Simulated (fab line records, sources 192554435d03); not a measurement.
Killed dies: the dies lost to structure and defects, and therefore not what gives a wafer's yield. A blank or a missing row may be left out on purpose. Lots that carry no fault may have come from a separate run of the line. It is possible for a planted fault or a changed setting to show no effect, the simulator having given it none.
Chamber matching || flow n5_finfet || N5_ZERO_LAYER_ETCH_18 on rie_si-02: 4 sister chambers
The step etches Si in HBr/Cl2, target depth 120 nm, time 40 s. 14 wafers are shown with their chamber, then 7 later ones without.

WAFERS PAIRED WITH THEIR CHAMBERS
{"wafer": "L077.3", "chamber": 0, "throttle_valve_pct (%)": 36.8, "oes_product_au (a.u.)": 1.015}
{"wafer": "L077.5", "chamber": 0, "throttle_valve_pct (%)": 36.8, "oes_product_au (a.u.)": 1.002}
{"wafer": "L077.6", "chamber": 3, "throttle_valve_pct (%)": 35.8, "oes_product_au (a.u.)": 1.002}
{"wafer": "L079.2", "chamber": 2, "throttle_valve_pct (%)": 36.1, "oes_product_au (a.u.)": 1.027}
{"wafer": "L079.4", "chamber": 3, "throttle_valve_pct (%)": 35.8, "oes_product_au (a.u.)": 0.999}
{"wafer": "L079.5", "chamber": 1, "throttle_valve_pct (%)": 36.4, "oes_product_au (a.u.)": 0.996}
{"wafer": "L084.1", "chamber": 2, "throttle_valve_pct (%)": 36.1, "oes_product_au (a.u.)": 1.025}
{"wafer": "L084.2", "chamber": 3, "throttle_valve_pct (%)": 35.8, "oes_product_au (a.u.)": 1.002}
{"wafer": "L084.5", "chamber": 1, "throttle_valve_pct (%)": 36.2, "oes_product_au (a.u.)": 1.015}
{"wafer": "L089.1", "chamber": 0, "throttle_valve_pct (%)": 36.8, "oes_product_au (a.u.)": 1.006}
{"wafer": "L089.3", "chamber": 1, "throttle_valve_pct (%)": 36.2, "oes_product_au (a.u.)": 1.017}
{"wafer": "L089.6", "chamber": 3, "throttle_valve_pct (%)": 35.8, "oes_product_au (a.u.)": 1.002}
{"wafer": "L091.3", "chamber": 2, "throttle_valve_pct (%)": 36.1, "oes_product_au (a.u.)": 1.037}
{"wafer": "L091.4", "chamber": 0, "throttle_valve_pct (%)": 36.8, "oes_product_au (a.u.)": 1.001}

SIGNATURES (means of the wafers above)
{"reading": "throttle_valve_pct", "chamber 0": 36.800, "chamber 1": 36.267, "chamber 2": 36.100, "chamber 3": 35.800, "scatter within a chamber": 0.0516}
{"reading": "oes_product_au", "chamber 0": 1.00600, "chamber 1": 1.00933, "chamber 2": 1.02967, "chamber 3": 1.00125, "scatter within a chamber": 0.00693}
Rule: for a wafer and a chamber, the distance is found by dividing, reading by reading, the gap between the wafer's reading and the chamber's mean by the reading's scatter, squaring, summing and taking the root. The wafer belongs to the nearest chamber; if the next one is less than 2 further off, it can't be placed. The scatter: the root of (the sum of the squares of (reading less its chamber's mean) over the shown wafers, divided by (wafers less chambers)).

WAFERS WITHOUT THEIR CHAMBER
{"wafer": "L091.6", "throttle_valve_pct (%)": 36.1, "oes_product_au (a.u.)": 1.037}
{"wafer": "L092.2", "throttle_valve_pct (%)": 36.1, "oes_product_au (a.u.)": 1.027}
{"wafer": "L092.3", "throttle_valve_pct (%)": 36.8, "oes_product_au (a.u.)": 0.997}
{"wafer": "L092.5", "throttle_valve_pct (%)": 36.2, "oes_product_au (a.u.)": 1.016}
{"wafer": "L097.1", "throttle_valve_pct (%)": 35.8, "oes_product_au (a.u.)": 1.006}
{"wafer": "L097.3", "throttle_valve_pct (%)": 36.1, "oes_product_au (a.u.)": 1.035}
{"wafer": "L097.4", "throttle_valve_pct (%)": 36.1, "oes_product_au (a.u.)": 1.032}

EACH ONE'S CHAMBER
{"wafer": "L091.6", "from the rows above": 2, "in truth": 2}
{"wafer": "L092.2", "from the rows above": 2, "in truth": 2}
{"wafer": "L092.3", "from the rows above": 0, "in truth": 0}
{"wafer": "L092.5", "from the rows above": "can't be placed: 1 or 2", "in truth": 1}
{"wafer": "L097.1", "from the rows above": 3, "in truth": 3}
{"wafer": "L097.3", "from the rows above": 2, "in truth": 2}
{"wafer": "L097.4", "from the rows above": 2, "in truth": 2}
Placed correctly: 6 of 7. Cannot be placed on the basis of these rows: 1; the candidates contain the true chamber in 1. Number placed wrongly: 0.
